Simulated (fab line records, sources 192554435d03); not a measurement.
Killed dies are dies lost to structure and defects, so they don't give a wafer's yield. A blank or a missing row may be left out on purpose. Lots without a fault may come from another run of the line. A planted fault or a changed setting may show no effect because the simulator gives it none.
fab line records | flow n5_finfet
record lots=5 wafers=15 last_day=17
route steps=1938 shown BEOL_M0_SAQP@646 BEOL_M4@1111 PASSIVATION@1936
lots that met no fault: from a run of the same line without faults
start_h: hours from the record's first day to the start of the lot's first wafer shown | wait_h: hours since the lot's step before | " the same as in the row above | L1.1+2: a row that stands for several wafers | - no value, or no start given | * or withheld: withheld | < > ~ a bound
route shown NAME@n: a module of which the file shows steps, and the number in the route of the first | usual: mean/standard deviation of fault-free wafers | same: alike in all rows | chamber/n: place in a boat | sites: the reading at each site | _std_site: their standard deviation | _edge_site: outer sites' mean less inner sites' | radius_mm: how far each site lies from the wafer's centre | mask NAME#n: copy n | behind: the tool/chamber that last shaped the wafer | hold: why the lot was held/for how many hours/how that ended | device: the transistor (n, p or np) that didn't switch | end of line: the same wafers' tests at the end of the route | a step without rows: its recipe alone | killed: dies lost to structure and defects at the first sort, not the wafer's yield | map: a wafer's dies, x killed, . not, _ none there
set.NAME: the setting as run; set.NAME@STEP: as run at that earlier step | model.NAME: the simulator's own value behind a step, which no gauge read
lots at some steps of the route; a table a step, a row a wafer
services: from which hour (start_h, from the record's first day; less than 0 if before it) a tool's chamber was out of use, for how many hours, and why
## steps
# step N5_BEOL_M0_SAQP_EXPOSE_11
# recipe mask_id=M0_CORE na=1.35 source_shape=dipole sigma_inner=0.538 sigma_outer=0.738 polarization=te target_cd_nm=42 dose_mj=55
# step N5_BEOL_M0_SAQP_PEB_12
# recipe peb_temp_c=withheld peb_time_s=60 resist=CAR-ArF
# step N5_BEOL_M0_SAQP_DEVELOP_13
# recipe develop_time_s=30 developer=TMAH resist=CAR-ArF dev_temp_c=23 rinse_liquid=diw dry=air_spin
# step N5_BEOL_M0_SAQP_DESCUM_19
# recipe chemistry=O2 time_s=7.9 source_power_w=50 bias_power_w=20 pressure_mtorr=20 rf_frequency_hz=2.712e+07 temp_c=40 resist=CAR-ArF o2_flow_sccm=225
# step N5_BEOL_M0_SAQP_ETCH_83
# recipe chemistry=CF4 target=SiARC target_depth_a=390 mask_material=CAR-ArF time_s=65 ion_energy_ev=80 pressure_mtorr=40 source_w=545 bias_w=36 Ar_flow_sccm=100 cf4_flow_sccm=100 ends=cleared
# step N5_BEOL_M0_SAQP_ETCH_84
# recipe chemistry=N2/H2 target=SOC target_depth_a=1000 overetch_a=200 mask_material=SiARC temp_c=40 time_s=150 ion_energy_ev=200 pressure_mtorr=30 source_w=840 bias_w=150 n2_flow_sccm=200 h2_flow_sccm=200
# step N5_BEOL_M0_SAQP_STRIP_80
# recipe chemistry=N2/H2 temp_c=40 n2_flow_sccm=200 h2_flow_sccm=200 rf_frequency_hz=6e+07
# step N5_BEOL_M0_SAQP_HM_OPEN_112
# recipe chemistry=CHF3/O2 target=SiO2 stop_on=a-Si target_depth_a=120 over_etch_frac=1.25 mask_material=SOC time_s=13.5 pressure_mtorr=30 source_w=650 bias_w=170 Ar_flow_sccm=200 CHF3_flow_sccm=50 O2_flow_sccm=5 ion_energy_ev=200 ends=end_point
# step N5_BEOL_M0_SAQP_STRIP_113
# recipe chemistry=CHF3/O2 resist=SiARC rf_frequency_hz=6e+07
# step N5_BEOL_M0_SAQP_MANDREL_ETCH_20
# recipe target_depth_a=600 chemistry=HBr/Cl2 target=a-Si stop_on=SiNx bt_time_s=10 mask_material=SOC over_etch_frac=0.5 time_s=30 pressure_mtorr=10 icp_w=800 bias_w=75 HBr_flow_sccm=150 Cl2_flow_sccm=80 ends=end_point
# usual HBr_flow_sccm=150.0/0.47 drypump_motor_current_A=5.8/0.5 mfc_cl2_sccm=79.96/0.25 oes_product_au=0.780/0.012 throttle_valve_pct=35.5/0.32
# columns lot.wafer tool chamber start_h wait_h HBr_flow_sccm drypump_motor_current_A mfc_cl2_sccm oes_product_au rf_hours_counter_h throttle_valve_pct model.SOC_of_BEOL_M0_SAQP_COAT_81.thk_nm model.SiNx_of_BEOL_M0_SAQP_PECVD_97.thk_nm
L371.2 rie_si-04 2 149.38 0.0 149.9 5.3 80.19 0.762 137 35.4 75.2 18.2
L371.4 " 3 " " 149.5 5.7 80.26 0.774 119 36.0 76.2 18.2
L371.5 " 2 " " 150.1 5.3 80.19 0.777 - 35.4 75.2 17.8
L383.2 rie_si-04 1 224.54 0.0 150.2 5.9 79.83 0.774 51 35.5 67.2 12.8
L383.5 " 0 " " 149.7 6.0 79.74 0.777 - 35.3 67.2 13.6
L383.6 " 3 " " 150.5 5.7 80.02 0.770 - 36.0 67 13.8
L384.1 rie_si-04 3 227.47 0.0 150.2 5.7 79.98 0.773 120 36.0 66.8 12.6
L384.2 " 1 " " 150.2 5.8 79.83 0.780 51 35.5 67.2 12.6
L384.3 " 2 " " 150.5 5.4 80.21 0.786 138 35.4 66.6 12.6
L385.1 rie_si-04 2 234.93 0.0 149.9 5.4 80.20 0.771 138 35.4 65.4 12.8
L385.4 " 0 " " 149.9 6.0 79.99 0.771 184 35.4 66.4 13.4
L385.6 " 3 " " 150.4 5.7 79.89 0.764 - 36.0 66.2 13.6
L387.1 rie_si-06 1 246.14 0.0 149.3 6.7 79.53 0.770 109 35.1 75 18
L387.2 " 2 " " 148.9 5.0 79.92 0.778 23 35.8 75.6 17.8
L387.5 " 1 " " 150.4 6.7 79.47 0.768 - 35.1 75 18.2
# step N5_BEOL_M0_SAQP_STRIP_86
# recipe chemistry=N2/H2 power_w=500 temp_c=40 pressure_mtorr=50 rf_frequency_hz=6e+07 overash_fraction=0.3 bias_power_w=28 h2_frac=0.5 n2_flow_sccm=300 h2_flow_sccm=300
# step N5_BEOL_M0_SAQP_STRIP_115
# recipe chemistry=post_etch_residue_remover time_s=60 temp_c=25 remover_ph=withheld remover_water_wt_pct=withheld remover_fluoride_wt_pct=withheld
# step N5_BEOL_M0_SAQP_SRD_93
# recipe dry=ipa_marangoni time_s=30 temp_c=23 rinse_liquid=diw
# step N5_BEOL_M0_SAQP_RECESS_114
# recipe chemistry=HF/NH3 target=SiO2 target_depth_a=144 afs_cycles=3 temp_c=30 sublimation_temp_c=180 sublimation_time_s=60
# step N5_BEOL_M0_SAQP_SPACER1_ALD_98
# recipe material=SiO2 target_thk_a=128 temp_c=300 ald_precursor_family=BDEAS ald_co_reactant=O2-plasma pulse_time_s=1 purge_time_s=2 co_reactant_purge_time_s=2 ald_cycles=138 pressure_torr=2
# step N5_BEOL_M0_SAQP_SPACER1_ETCHBACK_99
# recipe chemistry=CHF3/O2 mode=anisotropic_etchback target=SiO2 target_depth_a=154 time_s=7.7 pressure_mtorr=30 source_w=650 bias_w=170 Ar_flow_sccm=200 CHF3_flow_sccm=50 O2_flow_sccm=5 ion_energy_ev=200
# step N5_BEOL_M0_SAQP_MANDREL1_REMOVE_100
# recipe chemistry=HBr/Cl2/O2 bt_time_s=10 target=a-Si stop_on=SiNx endpoint=OES-SiCl over_etch_frac=0.85 icp_w=600 bias_w=30 HBr_flow_sccm=150 Cl2_flow_sccm=80 O2_flow_sccm=5 pressure_mtorr=10
# step N5_BEOL_M0_SAQP_ETCH_101
# recipe chemistry=CH3F/O2 target=SiNx mask_material=SiO2 target_depth_a=299 time_s=42.7 pressure_mtorr=30 source_w=395 bias_w=73 Ar_flow_sccm=150 CH3F_flow_sccm=30 O2_flow_sccm=20 ion_energy_ev=120
# step N5_BEOL_M0_SAQP_ETCH_102
# recipe chemistry=CF4 target=SiO2 target_depth_a=40 ion_energy_ev=350 time_s=4.4 pressure_mtorr=10 icp_w=800 bias_w=400 cf4_flow_sccm=80
# step N5_BEOL_M0_SAQP_MANDREL_ETCH_103
# recipe chemistry=HBr/Cl2 target=a-Si target_depth_a=450 bt_time_s=10 stop_on=SiCN mask_material=SiO2 over_etch_frac=0.8 time_s=27 pressure_mtorr=10 icp_w=800 bias_w=75 HBr_flow_sccm=150 Cl2_flow_sccm=80 ends=end_point
# step N5_BEOL_M0_SAQP_RECESS_104
# recipe chemistry=HF/NH3 target=SiO2 target_depth_a=180 afs_cycles=3 temp_c=30 sublimation_temp_c=180 sublimation_time_s=60
# step N5_BEOL_M0_SAQP_COAT_105
# recipe resist=SOC temp_c=250 time_s=60 spin_rpm=1500 resist_thk_nm=100
# step N5_BEOL_M0_SAQP_ETCH_106
# recipe chemistry=N2/H2 target=SOC target_depth_a=1500 stop_on=SiNx ion_energy_ev=100 bias_w=61 pressure_mtorr=30 source_w=850 n2_flow_sccm=200 h2_flow_sccm=200
# usual drypump_motor_current_A=5.76/0.24 oes_product_au=0.77/0.074 rf_vpp_V=240.9/1.3 showerhead_plenum_p_Torr=2.56/0.081 throttle_valve_pct=17.86/0.18
# columns lot.wafer tool chamber start_h wait_h drypump_motor_current_A oes_product_au rf_hours_counter_h rf_vpp_V showerhead_plenum_p_Torr throttle_valve_pct model.SiNx_of_BEOL_M0_SAQP_PECVD_97.thk_nm
L371.2 rie_diel-06 1 151.46 - 5.90 0.74 163 241.4 2.65 17.93 15.2
L371.4 " 3 " " 5.81 0.90 30 242.3 2.60 17.96 15.2
L371.5 " 1 " " 5.93 0.73 - 241.1 2.65 17.94 15
L383.2 rie_diel-06 1 226.94 - 5.92 0.71 185 241.2 2.64 17.98 10
L383.5 " 2 " " 5.52 0.67 - 240.1 2.52 17.91 10.6
L383.6 " 3 " " 5.81 0.87 - 241.7 2.59 17.98 10.8
L384.1 rie_diel-05 3 229.74 - 6.13 0.86 30 243.2 2.70 17.96 9.6
L384.2 " 0 " " 5.86 0.74 163 240.2 2.43 17.95 9.6
L384.3 " 1 " " 5.75 0.71 178 239.9 2.52 17.53 9.6
L385.1 rie_diel-05 3 236.96 - 6.14 0.86 33 243.5 2.70 17.95 9.8
L385.4 " 1 " " 5.75 0.72 181 240.6 2.52 17.53 10.4
L385.6 " 3 " " 6.17 0.86 - 243.0 2.70 17.95 10.6
L387.1 rie_diel-06 1 248.15 - 5.95 0.72 192 242.8 2.64 17.99 15
L387.2 " 0 " " 5.82 0.72 172 241.5 2.51 18.03 14.8
L387.5 " 0 " " 5.85 0.72 - 241.8 2.51 18.03 15.2
# step N5_BEOL_M0_SAQP_ETCH_107
# recipe chemistry=CH3F/O2 target=SiNx target_depth_a=300 mask_material=SOC pressure_mtorr=30 source_w=395 bias_w=73 Ar_flow_sccm=150 CH3F_flow_sccm=30 O2_flow_sccm=20 ion_energy_ev=120
# step N5_BEOL_M4_RC_MEAS_101
# usual DIBL_N=36.6/2.1 DIBL_P=36.3/2.2 IOFF_N=0.16/0.036 IOFF_P=0.21/0.038 ION_N=671/12 ION_P=460/7.5 SS_N=71.8/0.72 SS_P=73.3/0.72 VT_N=250/3.2 VT_P=-250/3.5
# columns lot.wafer tool chamber start_h wait_h DIBL_N[mV/V] DIBL_P[mV/V] IOFF_N[nA/um] IOFF_P[nA/um] ION_N[uA/um] ION_P[uA/um] SS_N[mV/dec] SS_P[mV/dec] VT_N[mV] VT_P[mV]
L371.2 prober-02 0 212.71 0.2 40.5 39.7 0.24 0.29 704 478 71.8 74.3 242 -245
L371.4 " 0 " " 37.3 36.8 0.15 0.24 663 464 72.6 73.3 251 -247
L371.5 " 0 " " 36.8 36.2 0.15 0.24 663 458 71.6 73.5 249 -248
L383.2 prober-01 0 279.81 0.2 36.2 35.8 0.13 0.17 669 456 71.2 73.1 252 -254
L383.5 " 0 " " 36.2 36.4 0.13 0.18 672 461 70.8 73.5 253 -254
L383.6 " 0 " " 37.1 36.6 0.13 0.18 657 451 72.1 73.1 258 -254
L384.1 prober-02 0 282.89 0.0 32.8 32.3 0.11 0.16 660 457 70.5 72.7 257 -255
L384.2 " 0 " " 37.0 37.3 0.18 0.21 682 469 71.9 73.5 248 -252
L384.3 " 0 " " 39.4 39.0 0.23 0.25 684 459 73.6 73.8 247 -251
L385.1 prober-01 0 290.79 0.0 36.8 35.6 0.16 0.24 669 462 71.5 73.6 249 -249
L385.4 " 0 " " 33.8 31.9 0.11 0.18 635 448 71.4 71.7 256 -249
L385.6 " 0 " " 34.5 32.6 0.13 0.19 668 458 71.1 72.1 250 -248
L387.1 prober-02 0 299.96 0.0 34.6 33.4 0.13 0.20 673 467 70.8 72.5 250 -248
L387.2 " 0 " " 34.7 33.6 0.14 0.20 670 467 71.4 73.4 250 -249
L387.5 " 0 " " 33.6 32.9 0.12 0.19 658 463 70.4 73.4 255 -250
# step N5_PASSIVATION_PROBE_49
# usual defect_limited_yield=91.1/1.4 killed_at_M0_to_M3=33/9.1 killed_at_M4_up=14/5.6 killed_at_contacts=13/5.7 killed_at_front_end=42/12 killed_at_other=4/3 killed_dies=105/16 killed_open=69/11 killed_short=34/7.5 sort_bin_5_function=5.2/0.91 sort_bin_6_memory=3.3/0.64 sort_bin_8_speed=0.0/0.37 sort_n_pass=1075/16 sort_yield_pct=91.1/1.4
# same gross_dies=1180 killed_at_back_side=0 sort_bin_4_leakage[%]=0
# columns lot.wafer tool chamber start_h wait_h defect_limited_yield[%] killed_at_M0_to_M3 killed_at_M4_up killed_at_contacts killed_at_front_end killed_at_other killed_dies killed_open killed_short sort_bin_5_function[%] sort_bin_6_memory[%] sort_bin_8_speed[%] sort_n_pass sort_yield_pct[%]
L371.2 prober-01 - 311.06 0.2 90.3 36 11 17 45 6 115 76 38 5.0 4.2 0 1065 90.3
L371.4 prober-01 - 311.16 0.3 91.4 28 24 10 38 1 101 65 33 5.5 2.4 0 1079 91.4
L371.5 prober-01 - 311.21 0.4 91.9 23 13 12 46 1 95 66 22 4.6 3.0 0 1085 91.9
L384.1 prober-01 - 382.54 0.0 91.6 31 21 19 28 0 99 69 27 5.1 3.0 0 1081 91.6
L384.2 prober-01 - 382.59 0.1 91.5 26 16 10 48 0 100 72 24 5.0 3.1 0 1080 91.5
L384.3 prober-01 - 382.64 0.1 90.4 39 19 13 42 0 113 77 35 5.3 4.1 0 1067 90.4
L387.1 prober-01 - 410.64 0.0 89.7 30 5 10 66 11 122 74 47 6.9 3.0 0 1058 89.7
L387.2 prober-01 - 410.69 0.1 89.4 56 11 11 41 6 125 86 38 6.9 3.4 0 1055 89.4
L387.5 prober-01 - 410.84 0.2 90.5 33 19 20 37 3 112 75 37 5.9 3.2 0 1068 90.5
# killed by level:class
L371.2 MOL_CONTACT_COAG:geometric_particle:open=13 BEOL_M0_SAQP:geometric_particle:open=13 BEOL_M0_SAQP:geometric_particle:short=8 FIN_SAQP:geometric_particle:short=7 FIN_SAQP:geometric_particle:open=7 BEOL_M3:geometric_particle:open=7 STI_FIN_REVEAL:geometric_particle:open=6 DUMMY_GATE:geometric_particle:open=5
L371.4 BEOL_M4:geometric_particle:open=12 STI_FIN_REVEAL:geometric_particle:open=10 MOL_CONTACT_COAG:geometric_particle:open=10 FIN_SAQP:geometric_particle:short=9 BEOL_M0_SAQP:geometric_particle:short=7 BEOL_M0_SAQP:geometric_particle:open=5 FIN_SAQP:geometric_particle:open=4 BEOL_M5:geometric_particle:open=4
L371.5 STI_FIN_REVEAL:geometric_particle:open=15 MOL_CONTACT_COAG:geometric_particle:open=10 BEOL_M4:geometric_particle:open=6 FIN_SAQP:geometric_particle:open=5 DUMMY_GATE:geometric_particle:open=5 BEOL_M0_SAQP:geometric_particle:short=4 BEOL_M1:geometric_particle:open=4 HKMG_FIN:area_etch=4
L384.1 MOL_CONTACT_COAG:geometric_particle:open=19 BEOL_M3:geometric_particle:open=8 BEOL_M4:geometric_particle:open=7 BEOL_M1:geometric_particle:open=6 GATE_CUT:geometric_particle:short=5 BEOL_M0_SAQP:geometric_particle:open=5 FIN_SAQP:geometric_particle:open=4 BEOL_M0_SAQP:geometric_particle:short=4
L384.2 STI_FIN_REVEAL:geometric_particle:open=15 MOL_CONTACT_COAG:geometric_particle:open=9 BEOL_M1:geometric_particle:open=9 BEOL_M4:geometric_particle:open=9 GATE_CUT:geometric_particle:short=7 BEOL_M2:geometric_particle:open=7 FIN_SAQP:geometric_particle:short=4 FIN_SAQP:geometric_particle:open=4
L384.3 GATE_CUT:geometric_particle:short=14 MOL_CONTACT_COAG:geometric_particle:open=10 BEOL_M0_SAQP:geometric_particle:open=9 BEOL_M2:geometric_particle:open=9 BEOL_M4:geometric_particle:open=9 BEOL_M3:geometric_particle:open=7 STI_FIN_REVEAL:geometric_particle:open=6 FIN_SAQP:geometric_particle:open=4
L387.1 FIN_SAQP:geometric_particle:open=16 FIN_SAQP:geometric_particle:short=15 STI_FIN_REVEAL:geometric_particle:open=9 DUMMY_GATE:geometric_particle:open=8 BEOL_M0_SAQP:geometric_particle:short=8 MOL_CONTACT_COAG:geometric_particle:open=7 BEOL_M2:geometric_particle:open=6 BEOL_M3:geometric_particle:open=6
L387.2 FIN_SAQP:geometric_particle:open=18 BEOL_M2:geometric_particle:open=16 MOL_CONTACT_COAG:geometric_particle:open=11 BEOL_M0_SAQP:geometric_particle:open=8 FIN_SAQP:geometric_particle:short=7 BEOL_M3:geometric_particle:open=7 BEOL_M0_SAQP:geometric_particle:short=6 BEOL_M0:geometric_particle:open=6
L387.5 MOL_CONTACT_COAG:geometric_particle:open=16 FIN_SAQP:geometric_particle:open=9 BEOL_M2:geometric_particle:open=8 FIN_SAQP:geometric_particle:short=7 STI_FIN_REVEAL:geometric_particle:open=6 BEOL_M0_SAQP:geometric_particle:open=6 BEOL_M4:geometric_particle:open=6 BEOL_M1:geometric_particle:open=5
## services
# columns tool chamber start_h hours kind
rie_diel-05 3 126.60 - clean
rie_diel-05 3 126.60 - consumable_replace:focus_ring
rie_diel-05 3 126.60 - consumable_replace:showerhead
rie_diel-05 3 126.60 13.2 scheduled_down
rie_diel-05 3 126.60 13.2 vent_cycle
rie_diel-05 2 147.57 7.4 repair
rie_si-04 - 179.37 2.8 pm
rie_si-04 2 193.93 5.0 repair
## key
first_sign none at tools or gauges
model_effect step=N5_BEOL_M0_SAQP_MANDREL_ETCH_20 value=SOC_of_BEOL_M0_SAQP_COAT_81.thk_nm without=76.24 struck=66.67
model_effect step=N5_BEOL_M0_SAQP_ETCH_106 value=SiNx_of_BEOL_M0_SAQP_PECVD_97.thk_nm without=15.24 struck=10.11
met_at N5_BEOL_M0_SAQP_MANDREL_ETCH_20
struck_wafers L383.2,L383.5,L383.6,L384.1,L384.2,L384.3,L385.1,L385.4,L385.6
onset_between 149.38 224.54
fault kind=process_parameter_drift tool=rie_si-04 chamber=- onset_h=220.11 steps=N5_BEOL_M0_SAQP_MANDREL_ETCH_20 channel=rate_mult offset=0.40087 shape=step end_h=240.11
